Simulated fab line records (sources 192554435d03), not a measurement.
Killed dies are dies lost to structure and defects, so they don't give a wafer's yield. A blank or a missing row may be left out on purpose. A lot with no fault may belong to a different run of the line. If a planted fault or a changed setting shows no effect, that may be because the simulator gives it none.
fab line records    flow n5Finfet
[record] lots = 5  wafers = 14  lastDay = 17
route steps=1938 shown HKMG_FIN@430 BEOL_M4@1111 PASSIVATION@1936
lots that met no fault: from a run of the same line without faults
startH: hours from the record's first day to the start of the lot's first wafer shown    waitH: hours elapsed since this lot's preceding step    " unchanged from the row above    L1.1+2: one row covering several wafers at once    - value missing, or start not given    * or withheld: withheld    < > ~ a bound
route shown NAME@n: a module of which the file shows steps, and the number in the route of the first    usual: mean/standard deviation of fault-free wafers    same: alike in all rows    chamber/n: place in a boat    sites: the reading at each site    _std_site: the values' standard deviation    _edge_site: the outer-site mean with the inner-site mean subtracted    radiusMm: how far each site lies from the wafer's centre    mask NAME#n: copy n    behind: the most recent tool/chamber to have shaped the wafer    hold: why the lot went on hold/how many hours it stayed there/how the hold came to an end    device: names the non-switching transistor (n, p or np)    end of line: the same wafers' tests at the end of the route    a step given without rows: its recipe and nothing more    killed: dies that structure and defects cost at the first sort, which is not the same as the wafer's yield    map: a wafer's dies, x killed, . not, _ none there
set.NAME: setting as actually run; set.NAME@STEP: the setting as run at that earlier step    model.NAME: the simulator's own value behind a step, which no gauge read
lots at some steps of the route; a table a step, a row a wafer
services: a tool's chamber out of use, with start hour (startH, from the record's first day; less than 0 if before it), hours out, and reason
[[steps]]
[step N5_HKMG_FIN_CD_MEAS_12]
[recipe] targetCdNm = 92.8  landingEnergyEv = 500  detector = seInlens
[usual] cdNm = 92.7/0.84
lot.wafer  tool      chamber  startH  waitH  cdNm
L381.2     cdSem-03  0        82.21   -      92.2
L381.3     "         0        "       "      92.6
L381.5     "         0        "       "      93.6
L383.1     cdSem-02  0        101.80  -      92.4
L383.2     "         0        "       "      91.7
L383.3     "         0        "       "      91.5
L391.2     cdSem-02  0        161.03  -      91.7
L391.5     "         0        "       "      91.5
L391.6     "         0        "       "      91.4
L401.1     cdSem-03  0        200.05  -      93.9
L401.2     "         0        "       "      93.0
L401.3     "         0        "       "      92.2
L403.3     cdSem-03  0        217.83  -      93.1
L403.6     "         0        "       "      92.4
[step N5_HKMG_FIN_OVL_MEAS_13]
[recipe] pointsPerWafer = 44
[usual] NWFM_OVL = -0.6/0.7
lot.wafer  tool        chamber  startH  waitH  NWFM_OVL[nm]
L381.2     overlay-01  0        82.24   0.0    -0.7
L381.3     "           0        "       "      -0.6
L381.5     "           0        "       "      -0.8
L383.1     overlay-02  0        101.83  0.0    -1.3
L383.2     "           0        "       "      -1.9
L383.3     "           0        "       "      -1.4
L391.2     overlay-01  0        161.06  0.0    -0.1
L391.5     "           0        "       "      -0.3
L391.6     "           0        "       "      -0.6
L401.1     overlay-02  0        200.08  0.0    -0.5
L401.2     "           0        "       "      0.2
L401.3     "           0        "       "      -0.1
L403.3     overlay-01  0        217.86  0.0    -1.2
L403.6     "           0        "       "      -0.3
[step N5_HKMG_FIN_INSPECT_14]
[recipe] mode = adi  inspectInstrument = macro
[usual] rawDefectCount = 2.1/1.4
lot.wafer  tool              chamber  startH  waitH  rawDefectCount
L381.2     defectInspect-01  -        82.27   0.0    3
L381.3     "                 -        "       "      2
L381.5     "                 -        "       "      1
L383.1     defectInspect-01  -        101.85  0.0    2
L383.2     "                 -        "       "      0
L383.3     "                 -        "       "      4
L391.2     defectInspect-02  -        161.09  0.0    3
L391.5     "                 -        "       "      1
L391.6     "                 -        "       "      2
L401.1     defectInspect-01  -        200.10  0.0    1
L401.2     "                 -        "       "      1
L401.3     "                 -        "       "      1
L403.3     defectInspect-02  -        217.89  0.0    2
L403.6     "                 -        "       "      2
[step N5_HKMG_FIN_DESCUM_17]
[recipe] chemistry = O2  timeS = 7.9  sourcePowerW = 50  biasPowerW = 20  pressureMtorr = 20  rfFrequencyHz = 2.712e+07  tempC = 40  resist = CAR-ArF  o2FlowSccm = 225
[step N5_HKMG_FIN_ETCH_31]
[recipe] chemistry = CF4  target = SiARC  targetDepthA = 455  maskMaterial = CAR-ArF  timeS = 75.8  ionEnergyEv = 80  pressureMtorr = 40  sourceW = 545  biasW = 36  Ar_flow_sccm = 100  cf4FlowSccm = 100  ends = cleared
[usual] drypumpMotorCurrentA = 5.6/0.44  etchRfOnTimeS = 75.9/2.5  oesProductAu = 0.68/0.088  rfFwdPowerW = 539.1/2.5  rfVppV = 184.2/1  showerheadPlenumPTorr = 2.15/0.047  throttleValvePct = 15.66/0.18
lot.wafer  tool        chamber  startH  waitH  drypumpMotorCurrentA  etchRfOnTimeS  oesProductAu  rfFwdPowerW  rfHoursCounterH  rfVppV  showerheadPlenumPTorr  throttleValvePct
L381.2     rieDiel-04  1        82.58   0.0    5.3                   74.4           0.81          537.6        7                182.6   2.11                   15.64
L381.3     "           3        "       "      6.2                   75.8           0.62          539.4        200              185.4   2.20                   15.61
L381.5     "           0        "       "      4.8                   71.8           0.78          538.6        -                183.7   2.18                   15.38
L383.1     rieDiel-04  2        101.92  0.0    5.5                   72.9           0.85          541.4        0                183.9   2.08                   15.46
L383.2     "           1        "       "      5.3                   73.9           0.79          538.5        14               183.6   2.11                   15.67
L383.3     "           0        "       "      4.8                   71.8           0.77          538.3        45               184.8   2.18                   15.39
L391.2     rieDiel-04  3        161.16  0.0    6.3                   76.0           0.60          541.0        227              185.6   2.19                   15.65
L391.5     "           2        "       "      5.5                   73.8           0.78          541.5        -                183.6   2.07                   15.50
L391.6     "           1        "       "      5.3                   74.9           0.74          537.7        -                184.8   2.10                   15.72
L401.1     rieDiel-05  1        200.41  0.0    5.2                   73.7           0.78          536.8        22               184.6   2.19                   15.60
L401.2     "           2        "       "      5.3                   80.2           0.63          543.1        123              183.6   2.14                   15.49
L401.3     "           0        "       "      6.0                   78.3           0.59          540.3        191              183.5   2.04                   15.72
L403.3     rieDiel-03  3        217.95  0.0    5.4                   70.8           0.76          538.3        39               185.3   2.18                   15.50
L403.6     "           0        "       "      5.8                   78.0           0.81          535.3        -                184.0   2.13                   15.43
[step N5_HKMG_FIN_ETCH_32]
[recipe] chemistry = N2/H2  target = SOC  targetDepthA = 2400  tempC = 40  timeS = 300  ionEnergyEv = 200  maskMaterial = SiARC  pressureMtorr = 30  sourceW = 840  biasW = 150  n2FlowSccm = 200  h2FlowSccm = 200
[usual] drypumpMotorCurrentA = 5.6/0.45  oesProductAu = 0.80/0.1  rfFwdPowerW = 838.1/2.7  rfVppV = 524.1/1.7  showerheadPlenumPTorr = 2.56/0.059  throttleValvePct = 17.95/0.22
lot.wafer  tool        chamber  startH  waitH  drypumpMotorCurrentA  oesProductAu  rfFwdPowerW  rfHoursCounterH  rfVppV  showerheadPlenumPTorr  throttleValvePct
L381.2     rieDiel-04  1        82.63   0.0    5.3                   0.94          842.3        7                522.5   2.53                   18.10
L381.3     "           3        "       "      6.3                   0.73          841.2        200              525.3   2.64                   18.05
L381.5     "           0        "       "      4.8                   0.91          841.5        -                526.5   2.55                   17.36
L383.1     rieDiel-04  2        101.98  0.0    5.5                   1.02          837.4        1                522.2   2.51                   17.96
L383.2     "           1        "       "      5.3                   0.92          836.4        14               522.5   2.53                   18.11
L383.3     "           0        "       "      4.8                   0.90          835.4        45               525.1   2.55                   17.39
L391.2     rieDiel-04  3        161.21  0.0    6.2                   0.71          837.5        227              525.5   2.63                   18.07
L391.5     "           2        "       "      5.5                   0.92          839.1        -                521.5   2.50                   17.97
L391.6     "           1        "       "      5.3                   0.87          839.7        -                522.5   2.52                   18.15
L401.1     rieDiel-05  1        200.47  0.0    5.3                   0.92          837.6        23               524.7   2.62                   18.18
L401.2     "           2        "       "      5.3                   0.72          838.4        123              525.0   2.57                   18.05
L401.3     "           0        "       "      6.0                   0.69          837.1        191              521.2   2.42                   17.87
L403.3     rieDiel-03  3        218.01  0.0    5.5                   0.91          838.4        39               525.6   2.60                   17.98
L403.6     "           0        "       "      5.8                   0.95          837.7        -                523.3   2.50                   17.53
[step N5_HKMG_FIN_STRIP_33]
[recipe] chemistry = N2/H2  tempC = 40  n2FlowSccm = 200  h2FlowSccm = 200  rfFrequencyHz = 6e+07
[step N5_HKMG_FIN_STRIP_34]
[recipe] chemistry = CF4  resist = SiARC  powerW = 300  biasPowerW = 75  pressureMtorr = 50  cf4FlowSccm = 150  rfFrequencyHz = 6e+07
[step N5_HKMG_FIN_ETCH_35]
[recipe] chemistry = N2/H2  target = SOC  targetDepthA = 2158  ionEnergyEv = 65  biasW = 5  sourceW = 3000  timeS = 243.4  pressureMtorr = 30  n2FlowSccm = 200  h2FlowSccm = 200
[usual] drypumpMotorCurrentA = 5.6/0.45  oesProductAu = 0.80/0.1  rfFwdPowerW = 2990/9.8  rfVppV = 141.6/0.98  showerheadPlenumPTorr = 2.56/0.059  throttleValvePct = 17.96/0.21
lot.wafer  tool        chamber  startH  waitH  drypumpMotorCurrentA  oesProductAu  rfFwdPowerW  rfHoursCounterH  rfVppV  showerheadPlenumPTorr  throttleValvePct
L381.2     rieDiel-04  1        82.84   0.0    5.3                   0.95          2984         7                140.1   2.53                   18.10
L381.3     "           3        "       "      6.3                   0.73          2994         200              142.1   2.64                   18.04
L381.5     "           0        "       "      4.8                   0.92          3000         -                142.7   2.55                   17.39
L383.1     rieDiel-04  2        102.19  0.0    5.5                   1.01          2966         1                142.7   2.51                   17.96
L383.2     "           1        "       "      5.3                   0.92          3006         14               141.2   2.53                   18.11
L383.3     "           0        "       "      4.8                   0.90          2993         45               141.4   2.55                   17.39
L391.2     rieDiel-04  3        161.42  0.0    6.3                   0.71          2999         227              142.0   2.63                   18.07
L391.5     "           2        "       "      5.5                   0.92          2983         -                142.9   2.50                   17.98
L391.6     "           1        "       "      5.3                   0.87          2983         -                141.2   2.52                   18.17
L401.1     rieDiel-05  1        200.68  0.0    5.3                   0.92          2994         23               142.0   2.62                   18.16
L401.2     "           2        "       "      5.3                   0.74          2993         123              139.7   2.57                   18.06
L401.3     "           0        "       "      6.0                   0.69          2993         191              138.9   2.42                   17.89
L403.3     rieDiel-03  3        218.22  0.0    5.5                   0.90          2983         39               142.7   2.60                   18.00
L403.6     "           0        "       "      5.8                   0.95          2983         -                141.3   2.50                   17.53
[step N5_HKMG_FIN_STRIP_92]
[recipe] chemistry = N2/H2  material = SOC  timeS = 20  powerW = 500  tempC = 40  pressureMtorr = 50  rfFrequencyHz = 6e+07  biasPowerW = 8  h2Frac = 0.5  n2FlowSccm = 300  h2FlowSccm = 300
[usual] biasPowerW = 8.001/0.025  drypumpMotorCurrentA = 5.6/0.44  oesProductAu = 0.80/0.1  rfFwdPowerW = 496.1/2.1  rfVppV = 54.1/0.85  showerheadPlenumPTorr = 3.38/0.075  throttleValvePct = 19.1/0.43
lot.wafer  tool        chamber  startH  waitH  biasPowerW  drypumpMotorCurrentA  oesProductAu  rfFwdPowerW  rfHoursCounterH  rfVppV  showerheadPlenumPTorr  throttleValvePct
L381.2     rieDiel-04  1        82.99   0.1    7.986       5.3                   0.93          497.5        7                52.7    3.34                   19.3
L381.3     "           3        "       "      8.017       6.3                   0.73          498.5        200              53.9    3.48                   19.7
L381.5     "           0        "       "      8.020       4.8                   0.92          494.5        -                53.3    3.37                   18.2
L383.1     rieDiel-04  2        102.34  0.1    8.019       5.5                   1.01          499.1        1                53.7    3.32                   19.1
L383.2     "           1        "       "      8.045       5.3                   0.92          496.4        15               54.1    3.34                   19.3
L383.3     "           0        "       "      7.954       4.8                   0.89          492.8        45               52.7    3.37                   18.2
L391.2     rieDiel-04  3        161.57  0.1    8.046       6.3                   0.70          499.1        227              52.7    3.47                   19.7
L391.5     "           2        "       "      7.965       5.5                   0.92          498.4        -                54.4    3.31                   19.2
L391.6     "           1        "       "      8.014       5.3                   0.87          496.3        -                54.2    3.32                   19.4
L401.1     rieDiel-05  1        200.83  0.1    8.009       5.3                   0.92          493.3        23               55.3    3.46                   19.6
L401.2     "           2        "       "      8.024       5.3                   0.74          497.0        123              53.2    3.40                   19.4
L401.3     "           0        "       "      8.011       6.0                   0.69          495.8        191              53.3    3.21                   18.8
L403.3     rieDiel-03  3        218.37  0.1    7.994       5.5                   0.91          494.2        39               53.6    3.43                   19.6
L403.6     "           0        "       "      7.981       5.8                   0.96          492.0        -                53.5    3.31                   18.5
[step N5_HKMG_FIN_WET_ETCH_18]
[recipe] chemistry = SC1  target = TiN  mix = 1:1:5  tempC = *  timeS = 55  targetDepthNm = 5.2  dry = ipaMarangoni  rinseTimeS = 30  rinseTempC = 23
[step N5_HKMG_FIN_STRIP_19]
[recipe] chemistry = N2/H2  powerW = 2500  tempC = 300  h2Frac = 0.65  timeS = 360  pressureMtorr = withheld  n2FlowSccm = 1750  h2FlowSccm = 3250
[usual] drypumpMotorCurrentA = 5.9/0.43  heaterPowerW = 456/32
lot.wafer  tool            chamber  startH  waitH  drypumpMotorCurrentA  heaterPowerW  rfHoursCounterH
L381.2     plasmaAsher-01  1        83.14   0.0    5.4                   430           34
L381.3     "               1        "       "      5.3                   432           -
L381.5     "               0        "       "      6.2                   442           -
L383.1     plasmaAsher-02  1        102.48  0.0    5.8                   502           94
L383.2     "               0        "       "      6.4                   489           94
L383.3     "               0        "       "      6.4                   484           -
L391.2     plasmaAsher-01  1        161.75  0.0    5.4                   429           50
L391.5     "               0        "       "      6.3                   440           -
L391.6     "               1        "       "      5.4                   435           -
L401.1     plasmaAsher-01  1        200.97  0.0    5.3                   436           58
L401.2     "               0        "       "      6.3                   426           58
L401.3     "               1        "       "      5.3                   426           -
L403.3     plasmaAsher-02  1        218.63  0.1    5.8                   514           -
L403.6     "               0        "       "      6.4                   491           -
[step N5_HKMG_FIN_ALD_91]
[recipe] material = TiN  targetThkA = 10  tempC = 400  aldPrecursorFamily = TiCl4  aldCoReactant = NH3  pulseTimeS = 1  purgeTimeS = 3  coReactantPurgeTimeS = 2  coReactantPulseTimeS = 2  aldCycles = 47  pressureTorr = 3
[usual] coReactantPulseTimeS = 2/0  heaterPowerW = 872/57  precursorPulseHeightRel = 1.002/0.02  susceptorTempC = 400.01/0.22
lot.wafer  tool         chamber  startH  waitH  coReactantPulseTimeS  heaterPowerW  precursorPulseHeightRel  sinceWetCleanH  susceptorTempC
L381.2     aldMetal-04  0        83.52   0.3    2                     889           0.988                    4362            399.75
L381.3     "            2        "       "      2                     760           0.970                    4362            399.98
L381.5     "            3        "       "      2                     907           0.979                    -               400.05
L383.1     aldMetal-02  1        102.87  0.3    2                     861           1.021                    5920            399.90
L383.2     "            3        "       "      2                     867           1.035                    5920            400.07
L383.3     "            2        "       "      2                     963           1.006                    5920            400.00
L391.2     aldMetal-04  2        162.14  0.3    2                     741           1.001                    4440            400.42
L391.5     "            0        "       "      1.1934                851           0.969                    -               -
L391.6     "            3        "       "      1.1934                905           0.999                    -               -
L401.1     aldMetal-01  1        201.36  0.3    2                     857           1.013                    2941            399.93
L401.2     "            0        "       "      2                     824           0.989                    2941            400.38
L401.3     "            2        "       "      2                     871           1.009                    2941            399.72
L403.3     aldMetal-04  0        218.90  0.1    2                     859           0.993                    4497            400.23
L403.6     "            2        "       "      2                     788           1.012                    -               399.95
[step N5_HKMG_FIN_COAT_85]
[recipe] resist = SOC  tempC = 250  timeS = 60  spinRpm = 1500  resistThkNm = 300
[step N5_BEOL_M4_RC_MEAS_101]
[usual] DIBL_N = 36.0/2  DIBL_P = 35.9/2.5  IOFF_N = 0.16/0.038  IOFF_P = 0.21/0.04  ION_N = 675/14  ION_P = 462/9.4  SS_N = 71.5/0.75  SS_P = 73.2/0.74  VT_N = 250/3.9  VT_P = -251/3.2
lot.wafer  tool       chamber  startH  waitH  DIBL_N[mV/V]  DIBL_P[mV/V]  IOFF_N[nA/um]  IOFF_P[nA/um]  ION_N[uA/um]  ION_P[uA/um]  SS_N[mV/dec]  SS_P[mV/dec]  VT_N[mV]  VT_P[mV]
L381.2     prober-01  0        163.85  0.2    35.3          33.3          0.17           0.21           670           460           70.8          73.4          247       -247
L381.3     "          0        "       "      36.4          33.8          0.18           0.21           686           460           72.1          73.5          247       -248
L381.5     "          0        "       "      33.5          31.9          0.14           0.18           663           461           71.0          72.3          246       -249
L383.1     prober-01  0        182.19  0.0    34.6          34.3          0.14           0.18           665           464           72.2          72.6          253       -252
L383.2     "          0        "       "      36.5          36.9          0.17           0.21           683           469           71.4          73.5          251       -252
L383.3     "          0        "       "      35.2          36.4          0.15           0.20           673           465           72.1          72.7          252       -251
L391.2     prober-02  0        249.62  0.2    35.8          38.4          0.15           0.21           672           461           71.3          73.0          251       -252
L391.5     "          0        "       "      37.5          38.2          0.19           0.20           678           452           72.0          73.8          246       -252
L391.6     "          0        "       "      35.7          38.0          0.16           0.20           660           454           71.7          73.3          249       -251
L401.1     prober-01  0        295.73  0.0    38.2          37.8          0.19           0.24           693           472           72.2          73.3          247       -250
L401.2     "          0        "       "      35.3          35.8          0.12           0.22           653           462           70.7          73.6          254       -250
L401.3     "          0        "       "      38.5          37.4          0.18           0.24           668           457           72.6          73.9          251       -250
L403.3     prober-01  0        311.61  0.3    38.4          37.9          0.19           0.23           675           459           72.2          74.6          250       -250
L403.6     "          0        "       "      36.5          35.5          0.15           0.18           667           451           71.5          72.7          254       -251
[step N5_PASSIVATION_PROBE_49]
[usual] defectLimitedYield = 91.3/1.5  killed_at_M0_to_M3 = 33/12  killed_at_M4_up = 15/5.2  killedAtContacts = 12/5.1  killedAtFrontEnd = 39/11  killedAtOther = 5/3.6  killedDies = 103/18  killedOpen = 67/13  killedShort = 33/7.8  sort_bin_5_function = 5.1/0.96  sort_bin_6_memory = 3.2/0.71  sortNPass = 1077/18  sortYieldPct = 91.3/1.5
[same] grossDies = 1180  killedAtBackSide = 0  sort_bin_4_leakage[%] = 0  sort_bin_8_speed[%] = 0
lot.wafer  tool       chamber  startH  waitH  defectLimitedYield[%]  killed_at_M0_to_M3  killed_at_M4_up  killedAtContacts  killedAtFrontEnd  killedAtOther  killedDies  killedOpen  killedShort  sort_bin_5_function[%]  sort_bin_6_memory[%]  sortNPass  sortYieldPct[%]
L381.2     prober-02  -        254.16  0.1    91.5                   46                  15               4                 34                1              100         74          26           5.5                     2.6                   1080       91.5
L381.3     prober-02  -        254.21  0.1    91.4                   47                  18               12                25                0              102         62          39           5.4                     3.1                   1078       91.4
L381.5     prober-02  -        254.31  0.2    90.9                   26                  32               12                35                2              107         85          21           5.8                     3.1                   1073       90.9
L391.2     prober-02  -        348.50  0.1    89.2                   33                  17               13                59                6              128         79          41           5.6                     4.3                   1052       89.2
L391.5     prober-02  -        348.65  0.2    90.6                   26                  17               11                54                3              111         57          28           4.3                     2.5                   1069       90.6
L391.6     prober-02  -        348.70  0.3    91.7                   28                  19               13                36                2              98          68          29           4.5                     3.6                   1082       91.7
// killed by level:class
L381.2 FIN_SAQP:geometricParticle:open=15 BEOL_M2:geometricParticle:open=12 BEOL_M0_SAQP:geometricParticle:open=9 STARTING-WAFER:geometricParticle:open=6 BEOL_M0_SAQP:geometricParticle:short=5 BEOL_M1:geometricParticle:open=5 BEOL_M3:geometricParticle:open=5 FIN_SAQP:geometricParticle:short=4
L381.3 BEOL_M0_SAQP:geometricParticle:short=19 MOL_CONTACT_COAG:geometricParticle:open=9 BEOL_M0_SAQP:geometricParticle:open=9 STI_FIN_REVEAL:geometricParticle:open=7 BEOL_M4:geometricParticle:open=7 BEOL_M2:geometricParticle:open=5 BEOL_M3:geometricParticle:open=5 FIN_SAQP:geometricParticle:open=4
L381.5 FIN_SAQP:geometricParticle:open=12 BEOL_M4:geometricParticle:open=12 BEOL_M5:geometricParticle:open=12 MOL_CONTACT_COAG:geometricParticle:open=10 BEOL_M3:geometricParticle:open=9 BEOL_M2:geometricParticle:open=8 FIN_SAQP:geometricParticle:short=3 FIN_CUT:geometricParticle:open=3
L391.2 BEOL_M1:geometricParticle:open=14 FIN_SAQP:geometricParticle:short=10 STI_FIN_REVEAL:geometricParticle:open=10 MOL_CONTACT_COAG:geometricParticle:open=10 FIN_SAQP:geometricParticle:open=8 HKMG_FIN:areaEtch=8 DUMMY_GATE:geometricParticle:open=7 GATE_CUT:geometricParticle:short=6
L391.5 HKMG_FIN:areaAld=17 BEOL_M2:geometricParticle:open=11 MOL_CONTACT_COAG:geometricParticle:open=10 HKMG_FIN:areaEtch=9 BEOL_M4:geometricParticle:open=6 BEOL_M0_SAQP:geometricParticle:short=6 BEOL_M0_SAQP:geometricParticle:open=6 FIN_SAQP:geometricParticle:short=5
L391.6 STI_FIN_REVEAL:geometricParticle:open=12 BEOL_M3:geometricParticle:open=11 MOL_CONTACT_COAG:geometricParticle:open=7 FIN_SAQP:geometricParticle:short=6 MOL_CONTACT_COAG:geometricParticle:short=6 BEOL_M2:geometricParticle:open=6 FIN_SAQP:geometricParticle:open=5 BEOL_M4:geometricParticle:open=5
[[services]]
tool            chamber  startH  hours  kind
rieDiel-05      0        63.64   5.0    repair
plasmaAsher-01  -        67.06   1.7    repair
rieDiel-04      2        78.35   -      clean
rieDiel-04      2        78.35   -      consumableReplace:focusRing
rieDiel-04      2        78.35   20.8   scheduledDown
rieDiel-04      2        78.35   20.8   ventCycle
aldMetal-02     -        82.13   2.8    pm
aldMetal-04     -        87.69   8.7    pm
rieDiel-03      3        104.51  -      clean
rieDiel-03      3        104.51  -      consumableReplace:focusRing
rieDiel-03      3        104.51  17.2   scheduledDown
rieDiel-03      3        104.51  17.2   ventCycle
rieDiel-05      1        114.63  -      clean
rieDiel-05      1        114.63  -      consumableReplace:focusRing
rieDiel-05      1        114.63  18.1   scheduledDown
rieDiel-05      1        114.63  18.1   ventCycle
rieDiel-04      3        149.33  7.2    repair
plasmaAsher-02  -        154.70  6.9    repair
rieDiel-04      2        169.75  12.7   repair
rieDiel-03      0        180.04  -      clean
rieDiel-03      0        180.04  -      consumableReplace:focusRing
rieDiel-03      0        180.04  25.4   scheduledDown
rieDiel-04      2        205.62  6.8    repair
plasmaAsher-01  -        216.65  2.8    pm
[[key]]
[firstSign] step = N5_HKMG_FIN_ALD_91  reading = coReactantPulseTimeS  direction = down  sigmas = 99+  usual = *  struck = *
effect none on later readings
metAt N5_HKMG_FIN_ALD_91
struckWafers L391.5,L391.6
onsetBetween 83.52 162.14
[fault] kind = processParameterDrift  tool = aldMetal-04  chamber = -  onsetH = 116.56  steps = N5_HKMG_FIN_ALD_91  channel = coReactantPulseTimeS  offset = *  shape = step  endH = 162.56  scope = struckWafersOnly  actsIn = *  stated = *
